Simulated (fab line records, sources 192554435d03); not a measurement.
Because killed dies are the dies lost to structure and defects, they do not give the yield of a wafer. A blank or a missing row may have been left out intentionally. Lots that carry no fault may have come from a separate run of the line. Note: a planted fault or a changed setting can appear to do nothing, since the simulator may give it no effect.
Problem report in the 8D (eight disciplines) form, filled by code | flow n5Finfet | the parts of the form that need people (team, actions taken, sign-off) are left out

## 1. WHAT WENT WRONG
runLengthS at N5_BEOL_M6_VIA_ETCH_34 reads a mean of 72.1 s on 3 wafers of 3 lots; wafers without a fault read 74.4 s with a standard deviation of 0.41. That is -5.7 standard deviations from the usual mean.
The step: etches SiCOH lowk in C4F6/O2, target depth 126.3 nm, time 50.9 s.
First observed at day 12 06:11: wafer L672.4, on rieDiel-05. Wafers with a number at this step in the record: 18, from 7 lots. Rule for "out", or "out of limits": more than 4 standard deviations from the usual mean. Any other wafer with a number is counted as sound.

## 2. WHAT IT IS, WHAT IT ISN'T
question                    | is                     | is not
which readings at this step | runLengthS             | drypumpMotorCurrentA, oes_f_703_au, oesProductAu, rfVppV, showerheadPlenumPTorr, throttleValvePct
which lots                  | L672, L674, L675       | L666, L670, L681, L682
which wafers of those lots  | L672.4, L674.6, L675.6 | L672.3, L674.3, L675.5
read on which tools         | rieDiel-05             | rieDiel-02, rieDiel-04
when                        | from day 12 06:11      | up to then (7 sound wafers); but 8 sound wafers of L674, L675, L681, L682 came after

## 3. SUSPECTS, AND WHAT RULES EACH OUT
Counting: any tool at a process step up to the reading remains a suspect provided it ran every lot that is out. Sound lots after the first of them don't rule it out here, since some wafers of a struck lot are sound.
- rieDiel-05 at N5_BEOL_M6_DESCUM_33 (chemistry O2, time 7 s): kept. It ran every lot that is out, first L672 (day 12 06:01); its last sound lot up to then is L666 (day 10 03:50).
- rieDiel-05 at N5_BEOL_M6_ETCH_72 (etches underlayer in N2/H2, target depth 6.5 nm, time 5.2 s): kept. It ran every lot that is out, first L672 (day 12 06:03); its last sound lot up to then is L666 (day 10 03:52).
- rieDiel-05 at N5_BEOL_M6_ETCH_65 (etches SiARC in CF4, target depth 15.6 nm, time 26 s): kept. It ran every lot that is out, first L672 (day 12 06:04); its last sound lot up to then is L666 (day 10 03:53).
- rieDiel-05 at N5_BEOL_M6_ETCH_66 (etches SOC in N2/H2, target depth 80 nm, overetch 16 nm, time 120 s): kept. It ran every lot that is out, first L672 (day 12 06:05); its last sound lot up to then is L666 (day 10 03:55).
- rieDiel-05 at N5_BEOL_M6_VIA_ETCH_34 (etches SiCOH lowk in C4F6/O2, target depth 126.3 nm, time 50.9 s): kept. It ran every lot that is out, first L672 (day 12 06:11); its last sound lot up to then is L666 (day 10 04:01). Out on those wafers are its own readings of runLengthS.
- Within rieDiel-05 at N5_BEOL_M6_DESCUM_33: the wafers that are out ran in chambers 1, 3; their sound lot-mates ran in chamber 0.
- Within rieDiel-05 at N5_BEOL_M6_ETCH_72: the wafers that are out ran in chambers 1, 3; their sound lot-mates ran in chamber 0.
- Within rieDiel-05 at N5_BEOL_M6_ETCH_65: the wafers that are out ran in chambers 1, 3; their sound lot-mates ran in chamber 0.
- Within rieDiel-05 at N5_BEOL_M6_ETCH_66: the wafers that are out ran in chambers 1, 3; their sound lot-mates ran in chamber 0.
- Within rieDiel-05 at N5_BEOL_M6_VIA_ETCH_34: the wafers that are out ran in chambers 1, 3; their sound lot-mates ran in chamber 0.
Left after counting: rieDiel-05 at N5_BEOL_M6_DESCUM_33, rieDiel-05 at N5_BEOL_M6_ETCH_72, rieDiel-05 at N5_BEOL_M6_ETCH_65, rieDiel-05 at N5_BEOL_M6_ETCH_66, rieDiel-05 at N5_BEOL_M6_VIA_ETCH_34.

## 4. THE CAUSE (what the simulator had put in)
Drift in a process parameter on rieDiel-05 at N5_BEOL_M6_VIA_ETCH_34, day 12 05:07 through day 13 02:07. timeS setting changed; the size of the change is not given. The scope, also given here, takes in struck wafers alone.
5 suspects survive the count, and this tool is in that group.

## 5. SEQUENCE OF EFFECTS, ordered by route
Rows list readings where the struck wafers' mean (over those with a number) sits beyond 3 standard deviations from the usual. Readings are gone through only where the record gives a usual standard deviation; hours: the median, over the lots, of the time from a lot's start at the first step in this table giving one to that lot's start at this step; sigmas: the change measured in usual standard deviations.
hours | step                   | reading    | usual  | on struck wafers | change | sigmas
0     | N5_BEOL_M6_VIA_ETCH_34 | runLengthS | 74.4 s | 72.1             | -2.3   | -5.7
The process steps in it:
- N5_BEOL_M6_VIA_ETCH_34: etches SiCOH lowk in C4F6/O2, target depth 126.3 nm, time 50.9 s.

## 6. HOW IT WOULD HAVE BEEN CAUGHT EARLIER
In this record the first reading out of limits was taken at day 12 06:11, 1 hour after the fault began at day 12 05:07.
